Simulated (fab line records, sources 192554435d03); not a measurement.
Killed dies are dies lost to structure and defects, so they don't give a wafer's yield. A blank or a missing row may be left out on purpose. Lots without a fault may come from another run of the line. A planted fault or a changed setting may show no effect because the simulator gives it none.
fab line records | flow n5_finfet | part 1 of 2: steps 1 to 4 of 6
record lots=22 wafers=66 last_day=18
route steps=1938 shown HKMG_FIN@432 GATE_CUT@465
lots that met no fault: from a run of the same line without faults
start_h: hours from the record's first day to the start of the lot's first wafer shown | wait_h: hours since the lot's step before | " the same as in the row above | L1.1+2: a row that stands for several wafers | - no value, or no start given | * or withheld: withheld | < > ~ a bound
route shown NAME@n: a module of which the file shows steps, and the number in the route of the first | usual: mean/standard deviation of fault-free wafers | same: alike in all rows | chamber/n: place in a boat | sites: the reading at each site | _std_site: their standard deviation | _edge_site: outer sites' mean less inner sites' | radius_mm: how far each site lies from the wafer's centre | mask NAME#n: copy n | behind: the tool/chamber that last shaped the wafer | hold: why the lot was held/for how many hours/how that ended | device: the transistor (n, p or np) that didn't switch | end of line: the same wafers' tests at the end of the route | a step without rows: its recipe alone | killed: dies lost to structure and defects at the first sort, not the wafer's yield | map: a wafer's dies, x killed, . not, _ none there
set.NAME: the setting as run; set.NAME@STEP: as run at that earlier step | model.NAME: the simulator's own value behind a step, which no gauge read
steps of the route over a sample of lots; a table a step, a row a wafer
services: from which hour (start_h, from the record's first day; less than 0 if before it) a tool's chamber was out of use, for how many hours, and why
## steps
# step N5_HKMG_FIN_INSPECT_14
# recipe mode=adi inspect_instrument=macro
# usual raw_defect_count=2.0/1.4
# columns lot.wafer tool chamber start_h wait_h raw_defect_count
L074.4 defect_inspect-02 - 74.34 0.0 1
L074.5 " - " " 5
L074.6 " - " " 3
L075.3 defect_inspect-01 - 80.91 0.0 4
L075.4 " - " " 4
L075.5 " - " " 3
L076.2 defect_inspect-02 - 87.74 0.0 3
L076.3 " - " " 5
L076.4 " - " " 1
L077.3 defect_inspect-02 - 96.09 0.0 2
L077.4 " - " " 2
L077.5 " - " " 3
L078.1 defect_inspect-01 - 97.93 0.0 3
L078.2 " - " " 1
L078.4 " - " " 1
L079.1 defect_inspect-01 - 107.64 0.0 3
L079.3 " - " " 6
L079.4 " - " " 1
L080.1 defect_inspect-01 - 115.08 0.0 0
L080.2 " - " " 3
L080.5 " - " " 2
L081.2 defect_inspect-01 - 117.92 0.0 1
L081.3 " - " " 0
L081.6 " - " " 2
L083.3 defect_inspect-01 - 127.53 0.0 1
L083.5 " - " " 2
L083.6 " - " " 4
L084.3 defect_inspect-01 - 134.65 0.0 1
L084.4 " - " " 2
L084.6 " - " " 5
L085.1 defect_inspect-02 - 141.56 0.0 6
L085.3 " - " " 2
L085.5 " - " " 1
L086.1 defect_inspect-01 - 148.70 0.0 2
L086.2 " - " " 1
L086.6 " - " " 2
L087.1 defect_inspect-02 - 157.68 0.0 4
L087.5 " - " " 1
L087.6 " - " " 2
L088.1 defect_inspect-02 - 159.60 0.0 3
L088.2 " - " " 1
L088.5 " - " " 1
L090.1 defect_inspect-02 - 172.17 0.0 1
L090.4 " - " " 0
L090.5 " - " " 0
L091.2 defect_inspect-02 - 178.21 0.0 3
L091.3 " - " " 0
L091.5 " - " " 2
L092.1 defect_inspect-02 - 181.73 0.0 3
L092.4 " - " " 3
L092.6 " - " " 1
L093.1 defect_inspect-02 - 190.78 0.0 2
L093.2 " - " " 1
L093.6 " - " " 1
L094.3 defect_inspect-02 - 197.23 0.0 4
L094.4 " - " " 2
L094.6 " - " " 2
L095.1 defect_inspect-01 - 203.84 0.0 0
L095.5 " - " " 1
L095.6 " - " " 2
L096.1 defect_inspect-01 - 208.42 0.0 1
L096.2 " - " " 4
L096.4 " - " " 3
L097.3 defect_inspect-01 - 215.91 0.0 2
L097.4 " - " " 3
L097.6 " - " " 2
# step N5_HKMG_FIN_ETCH_86
# recipe chemistry=N2/H2 target=SOC target_depth_a=3932 stop_on=TiN ion_energy_ev=100 bias_w=61 pressure_mtorr=30 source_w=850 n2_flow_sccm=200 h2_flow_sccm=200
# usual chamber_pressure_mTorr=30.000/0.027 drypump_motor_current_A=5.6/0.53 h2_flow_sccm=200.0/0.59 oes_product_au=0.75/0.083 rf_vpp_V=240.7/1.4 showerhead_plenum_p_Torr=2.53/0.089 throttle_valve_pct=17.75/0.29
# columns lot.wafer tool chamber start_h wait_h chamber_pressure_mTorr drypump_motor_current_A h2_flow_sccm oes_product_au rf_hours_counter_h rf_vpp_V showerhead_plenum_p_Torr throttle_valve_pct
L074.4 rie_diel-03 1 75.72 - 29.996 5.4 200.0 0.69 - 241.8 2.48 17.61
L074.5 " 3 " " 30.003 6.4 199.2 0.79 - 238.8 2.47 18.03
L074.6 " 0 " " 29.988 5.2 199.4 0.70 - 237.6 2.39 17.83
L075.3 rie_diel-01 1 82.83 - 30.042 5.9 200.4 0.74 141 241.7 2.64 17.82
L075.4 " 2 " " 30.016 5.6 200.0 0.69 241 239.3 2.40 17.63
L075.5 " 1 " " 30.019 5.9 200.9 0.75 - 242.5 2.64 17.81
L076.2 rie_diel-05 3 89.09 - 29.917 4.8 200.0 0.73 160 241.7 2.66 17.79
L076.3 " 1 " " 29.968 5.4 199.3 0.74 155 240.3 2.52 17.71
L076.4 " 2 " " 30.007 6.3 200.0 0.72 165 239.8 2.45 18.14
L077.3 rie_diel-01 1 97.84 - 30.001 5.9 200.3 0.74 147 242.0 2.64 17.81
L077.4 " 3 " " 29.965 5.7 199.3 0.66 - 239.3 2.50 17.80
L077.5 " 0 " " 30.038 6.0 199.1 0.71 - 240.0 2.64 17.89
L078.1 rie_diel-03 0 99.31 - 30.007 5.2 199.8 0.69 240 238.4 2.39 17.83
L078.2 " 3 " " 29.968 6.4 200.3 0.79 97 239.1 2.46 18.08
L078.4 " 2 " " 29.965 4.7 200.1 0.69 - 239.9 2.52 17.87
L079.1 rie_diel-05 3 109.00 - 29.976 4.8 199.7 0.72 167 242.0 2.65 17.80
L079.3 " 0 " " 30.046 5.2 198.9 0.73 162 240.9 2.53 17.43
L079.4 " 2 " " 30.003 6.2 200.2 0.71 173 238.6 2.44 18.15
L080.1 rie_diel-03 1 116.58 - 30.066 5.4 199.5 0.94 1 241.3 2.48 17.11
L080.2 " 2 " " 29.938 4.7 199.7 0.69 223 240.7 2.52 17.90
L080.5 " 2 " " 29.946 4.7 199.9 0.69 - 239.4 2.52 17.90
L081.2 rie_diel-03 1 119.27 - 29.970 5.4 201.6 0.94 2 240.1 2.48 17.12
L081.3 " 3 " " 30.033 6.4 198.7 0.77 106 239.9 2.46 18.10
L081.6 " 0 " " 29.959 5.2 199.3 0.68 - 238.3 2.38 17.86
L083.3 rie_diel-03 3 128.90 - 29.977 6.4 198.7 0.77 111 239.2 2.45 18.09
L083.5 " 3 " " 30.020 6.4 200.5 0.77 - 239.7 2.45 18.09
L083.6 " 2 " " 30.046 4.7 200.5 0.69 - 240.5 2.52 17.91
L084.3 rie_diel-05 3 136.00 - 30.028 4.8 200.0 0.72 177 242.8 2.65 17.82
L084.4 " 0 " " 30.000 5.2 200.2 0.72 171 240.4 2.52 17.44
L084.6 " 2 " " 29.979 6.3 200.1 0.71 - 238.9 2.44 18.17
L085.1 rie_diel-01 1 142.92 - 30.003 5.9 200.0 0.71 167 242.6 2.63 17.87
L085.3 " 2 " " 29.984 5.6 199.9 0.97 2 242.3 2.71 17.24
L085.5 " 1 " " 30.025 5.9 199.1 0.72 - 242.7 2.63 17.85
L086.1 rie_diel-05 2 150.07 - 29.979 6.2 200.1 0.71 188 240.7 2.44 18.18
L086.2 " 3 " " 30.053 4.8 199.8 0.71 181 242.5 2.65 17.82
L086.6 " 1 " " 30.007 5.4 200.3 0.73 - 239.6 2.51 17.75
L087.1 rie_diel-05 1 159.18 - 30.036 5.4 199.9 0.73 177 241.5 2.51 17.76
L087.5 " 0 " " 30.005 5.2 200.6 0.71 - 241.1 2.52 17.45
L087.6 " 1 " " 30.006 5.4 200.0 0.72 - 240.1 2.51 17.76
L088.1 rie_diel-03 1 161.56 - 29.971 5.4 200.7 0.87 21 240.9 2.47 17.15
L088.2 " 3 " " 30.018 6.4 199.8 0.76 124 239.7 2.45 18.11
L088.5 " 3 " " 29.983 6.4 198.5 0.75 - 238.3 2.45 18.13
L090.1 rie_diel-03 2 173.52 - 30.018 4.7 199.1 0.67 246 240.3 2.51 17.93
L090.4 " 3 " " 29.979 6.4 199.8 0.76 128 238.8 2.45 18.12
L090.5 " 3 " " 30.051 6.4 199.7 0.75 - 240.9 2.45 18.12
L091.2 rie_diel-01 3 179.56 - 30.027 5.7 200.1 0.93 7 240.9 2.49 17.35
L091.3 " 1 " " 30.018 5.9 200.0 0.71 182 242.0 2.62 17.90
L091.5 " 0 " " 29.998 6.0 200.6 0.69 - 240.5 2.63 17.93
L092.1 rie_diel-03 2 183.08 - 30.043 4.7 200.4 0.67 250 239.3 2.51 17.93
L092.4 " 3 " " 30.032 6.4 200.8 0.75 131 238.4 2.45 18.12
L092.6 " 3 " " 29.963 6.4 200.7 0.75 - 241.1 2.45 18.13
L093.1 rie_diel-05 1 192.32 - 30.015 5.4 201.4 0.72 186 241.6 2.50 17.77
L093.2 " 3 " " 29.950 4.8 199.5 0.71 194 242.8 2.64 17.83
L093.6 " 0 " " 30.006 5.2 199.1 0.70 - 241.0 2.51 17.47
L094.3 rie_diel-05 1 198.58 - 30.022 5.4 200.6 0.71 189 240.9 2.50 17.77
L094.4 " 0 " " 30.013 5.2 200.3 0.71 193 240.5 2.51 17.49
L094.6 " 1 " " 29.952 5.4 200.6 0.72 - 239.4 2.50 17.79
L095.1 rie_diel-01 0 205.70 - 30.002 6.0 199.5 0.68 220 241.9 2.62 17.96
L095.5 " 3 " " 29.995 5.7 200.4 0.89 - 240.5 2.49 17.35
L095.6 " 0 " " 29.982 6.0 199.8 0.68 - 240.3 2.62 17.94
L096.1 rie_diel-01 3 209.78 - 30.016 5.7 199.9 0.90 18 240.1 2.49 17.36
L096.2 " 0 " " 29.971 6.0 200.3 0.69 221 242.5 2.62 17.94
L096.4 " 1 " " 30.006 5.9 200.0 0.70 192 243.7 2.62 17.91
L097.3 rie_diel-03 2 217.26 - 30.032 4.7 198.9 0.95 6 241.9 2.51 17.48
L097.4 " 0 " " 30.013 5.2 200.0 0.87 26 243.2 2.69 17.52
L097.6 " 3 " " 30.024 6.4 199.6 0.74 - 238.5 2.44 18.14
# step N5_GATE_CUT_ETCHBACK_00
# recipe chemistry=SF6/Cl2 target=W pressure_mtorr=8 icp_w=900 bias_w=80 SF6_flow_sccm=40 Cl2_flow_sccm=60
# usual chamber_pressure_mTorr=8.000/0.0082 drypump_motor_current_A=5.48/0.29 he_backside_leak_sccm=3.35/0.21 oes_product_au=0.78/0.15 throttle_valve_pct=27.6/0.44
# columns lot.wafer tool chamber start_h wait_h chamber_pressure_mTorr drypump_motor_current_A he_backside_leak_sccm oes_product_au rf_hours_counter_h throttle_valve_pct
L074.4 rie_metal-01 1 78.83 0.1 7.996 5.64 3.55 1.02 - 26.9
L074.5 " 1 " " 7.998 5.64 3.57 1.02 - 26.9
L074.6 " 0 " " 8.009 5.45 3.10 0.58 - 28.1
L075.3 rie_metal-01 0 85.97 0.1 7.999 5.48 3.32 0.58 - 28.2
L075.4 " 1 " " 7.994 5.63 3.56 1.00 - 26.9
L075.5 " 1 " " 8.000 5.66 3.52 1.01 - 26.9
L076.2 rie_metal-03 0 92.19 0.0 7.999 5.67 3.48 0.75 51 27.8
L076.3 " 0 " " 8.005 5.64 3.51 0.75 - 27.8
L076.4 " 1 " " 8.000 5.91 3.23 0.83 - 28.1
L077.3 rie_metal-03 0 101.40 0.1 7.995 5.69 3.75 0.75 - 27.8
L077.4 " 1 " " 8.000 5.93 3.28 0.82 - 28.1
L077.5 " 1 " " 8.023 5.93 3.26 0.82 - 28.1
L078.1 rie_metal-01 1 102.41 0.0 8.003 5.64 3.44 0.99 4 26.9
L078.2 " 1 " " 8.004 5.63 3.48 0.99 - 26.9
L078.4 " 1 " " 7.999 5.64 3.53 0.98 - 26.9
L079.1 rie_metal-02 1 112.14 0.0 7.980 5.51 3.36 0.61 123 27.5
L079.3 " 1 " " 7.999 5.49 3.33 0.61 - 27.5
L079.4 " 0 " " 8.001 4.93 3.25 0.62 - 27.7
L080.1 rie_metal-02 0 119.68 0.0 8.014 4.94 3.24 0.63 121 27.7
L080.2 " 1 " " 7.997 5.48 3.38 0.61 124 27.5
L080.5 " 1 " " 8.015 5.51 3.33 0.60 - 27.5
L081.2 rie_metal-02 0 122.36 0.0 8.009 4.93 3.49 0.63 122 27.7
L081.3 " 0 " " 8.015 4.93 3.53 0.62 - 27.7
L081.6 " 1 " " 8.015 5.51 3.23 0.61 - 27.5
L083.3 rie_metal-01 1 132.04 0.1 7.989 5.63 3.52 0.96 - 26.9
L083.5 " 0 " " 7.999 5.49 3.13 0.95 - 28.1
L083.6 " 1 " " 7.980 5.64 3.45 0.97 - 26.9
L084.3 rie_metal-01 0 139.13 0.1 8.001 5.45 3.23 0.93 - 28.1
L084.4 " 1 " " 8.010 5.66 3.71 0.96 - 26.9
L084.6 " 1 " " 7.990 5.65 3.91 0.95 - 26.9
L085.1 rie_metal-01 1 147.09 0.0 7.997 5.65 3.55 0.95 8 26.9
L085.3 " 0 " " 8.000 5.45 3.36 0.94 - 28.1
L085.5 " 1 " " 7.989 5.65 3.42 0.96 - 26.9
L086.1 rie_metal-01 0 153.20 0.0 7.987 5.46 3.12 0.93 4 28.1
L086.2 " 1 " " 8.002 5.63 3.71 0.95 8 26.9
L086.6 " 0 " " 8.007 5.46 3.13 0.93 - 28.1
L087.1 rie_metal-03 0 162.53 0.0 8.001 5.66 3.60 0.74 58 27.8
L087.5 " 1 " " 8.005 5.94 3.18 0.80 - 28.1
L087.6 " 0 " " 7.984 5.65 3.67 0.74 - 27.8
L088.1 rie_metal-03 1 164.80 0.0 8.004 5.91 3.23 0.80 35 28.1
L088.2 " 0 " " 8.014 5.66 3.52 0.73 58 27.8
L088.5 " 1 " " 8.001 5.91 3.20 0.80 - 28.1
L090.1 rie_metal-02 0 176.61 0.0 8.004 4.96 3.26 0.61 127 27.8
L090.4 " 0 " " 8.008 4.92 3.21 0.61 - 27.7
L090.5 " 1 " " 8.008 5.49 3.09 0.59 - 27.5
L091.2 rie_metal-02 0 182.98 0.0 7.987 4.94 3.19 0.62 128 27.8
L091.3 " 1 " " 7.990 5.49 3.48 0.60 - 27.5
L091.5 " 0 " " 7.988 4.94 3.15 0.61 - 27.7
L092.1 rie_metal-02 0 186.28 0.0 8.002 4.92 3.33 0.61 128 27.8
L092.4 " 0 " " 8.009 4.93 3.26 0.61 - 27.8
L092.6 " 1 " " 7.995 5.49 3.36 0.60 - 27.5
L093.1 rie_metal-02 1 195.43 0.0 7.996 5.51 3.19 0.59 131 27.5
L093.2 " 0 " " 8.002 4.91 3.37 0.61 128 27.8
L093.6 " 1 " " 7.999 5.49 3.26 0.59 - 27.5
L094.3 rie_metal-01 1 201.71 0.1 8.004 5.64 3.61 0.93 - 27.0
L094.4 " 0 " " 8.000 5.49 3.06 0.89 - 28.1
L094.6 " 0 " " 7.995 5.50 3.16 0.89 - 28.1
L095.1 rie_metal-02 0 209.11 0.0 7.997 4.94 3.30 0.61 130 27.8
L095.5 " 0 " " 8.007 4.94 3.01 0.61 - 27.8
L095.6 " 0 " " 8.005 4.95 3.20 0.60 - 27.8
L096.1 rie_metal-01 0 212.88 0.0 7.996 5.46 3.15 0.89 10 28.1
L096.2 " 1 " " 8.008 5.63 3.72 0.93 14 27.0
L096.4 " 1 " " 8.008 5.66 3.70 0.93 - 27.0
L097.3 rie_metal-01 0 220.75 0.1 7.997 5.45 3.02 0.89 - 28.1
L097.4 " 1 " " 7.977 5.64 3.53 0.92 - 26.9
L097.6 " 1 " " 8.003 5.62 3.60 0.91 - 26.9
# step N5_GATE_CUT_VAPOR_ETCH_60
# recipe chemistry=BCl3/Cl2 target=HfO2 mode=isotropic
# usual drypump_motor_current_A=5.48/0.29 he_backside_leak_sccm=3.4/0.3 oes_product_au=0.79/0.16
# columns lot.wafer tool chamber start_h wait_h drypump_motor_current_A he_backside_leak_sccm oes_product_au
L074.4 rie_metal-01 1 79.04 0.0 5.61 3.6 1.04
L074.5 " 1 " " 5.63 3.6 1.04
L074.6 " 0 " " 5.47 3.3 0.59
L075.3 rie_metal-01 0 86.25 0.0 5.47 3.1 0.58
L075.4 " 1 " " 5.62 3.5 1.02
L075.5 " 1 " " 5.65 3.6 1.02
L076.2 rie_metal-03 0 92.43 0.0 5.70 3.7 0.74
L076.3 " 0 " " 5.70 3.6 0.74
L076.4 " 1 " " 5.92 3.2 0.83
L077.3 rie_metal-03 0 101.61 0.0 5.64 3.5 0.74
L077.4 " 1 " " 5.90 3.2 0.82
L077.5 " 1 " " 5.90 3.3 0.82
L078.1 rie_metal-01 1 102.89 0.1 5.61 3.7 1.00
L078.2 " 1 " " 5.61 3.7 0.99
L078.4 " 1 " " 5.61 3.5 1.00
L079.1 rie_metal-02 1 112.38 0.0 5.49 3.5 0.61
L079.3 " 1 " " 5.52 3.5 0.62
L079.4 " 0 " " 4.91 3.3 0.63
L080.1 rie_metal-02 0 119.92 0.0 4.95 3.2 0.64
L080.2 " 1 " " 5.50 3.2 0.61
L080.5 " 1 " " 5.48 3.3 0.62
L081.2 rie_metal-02 0 122.60 0.0 4.95 3.2 0.63
L081.3 " 0 " " 4.93 3.2 0.63
L081.6 " 1 " " 5.51 3.4 0.62
L083.3 rie_metal-01 1 132.25 0.0 5.60 3.5 0.98
L083.5 " 0 " " 5.46 3.1 0.97
L083.6 " 1 " " 5.62 3.3 0.99
L084.3 rie_metal-01 0 139.34 0.0 5.48 3.1 0.96
L084.4 " 1 " " 5.62 3.5 0.97
L084.6 " 1 " " 5.62 3.5 0.98
L085.1 rie_metal-01 1 147.33 0.0 5.65 3.6 0.97
L085.3 " 0 " " 5.47 3.0 0.95
L085.5 " 1 " " 5.60 3.4 0.97
L086.1 rie_metal-01 0 153.44 0.0 5.48 3.2 0.94
L086.2 " 1 " " 5.63 3.5 0.96
L086.6 " 0 " " 5.48 3.0 0.94
L087.1 rie_metal-03 0 162.77 0.0 5.66 3.6 0.73
L087.5 " 1 " " 5.93 3.2 0.79
L087.6 " 0 " " 5.69 3.6 0.73
L088.1 rie_metal-03 1 165.04 0.0 5.92 3.2 0.80
L088.2 " 0 " " 5.65 3.6 0.73
L088.5 " 1 " " 5.90 3.2 0.80
L090.1 rie_metal-02 0 176.85 0.0 4.97 3.5 0.62
L090.4 " 0 " " 4.94 3.3 0.61
L090.5 " 1 " " 5.51 3.4 0.60
L091.2 rie_metal-02 0 183.22 0.0 4.98 3.2 0.62
L091.3 " 1 " " 5.50 3.3 0.60
L091.5 " 0 " " 4.94 3.2 0.61
L092.1 rie_metal-02 0 186.52 0.0 4.95 3.2 0.62
L092.4 " 0 " " 4.95 3.2 0.62
L092.6 " 1 " " 5.50 3.4 0.61
L093.1 rie_metal-02 1 195.67 0.0 5.52 3.2 0.59
L093.2 " 0 " " 4.94 3.0 0.61
L093.6 " 1 " " 5.49 3.3 0.60
L094.3 rie_metal-01 1 201.92 0.0 5.61 3.6 0.94
L094.4 " 0 " " 5.50 3.2 0.90
L094.6 " 0 " " 5.48 3.0 0.90
L095.1 rie_metal-02 0 209.59 0.1 4.94 3.5 0.61
L095.5 " 0 " " 4.95 3.3 0.61
L095.6 " 0 " " 4.97 3.3 0.62
L096.1 rie_metal-01 0 213.12 0.0 5.47 2.9 0.90
L096.2 " 1 " " 5.63 3.6 0.94
L096.4 " 1 " " 5.65 3.6 0.93
L097.3 rie_metal-01 0 220.96 0.0 5.47 3.1 0.90
L097.4 " 1 " " 5.65 3.7 0.93
L097.6 " 1 " " 5.65 3.7 0.92
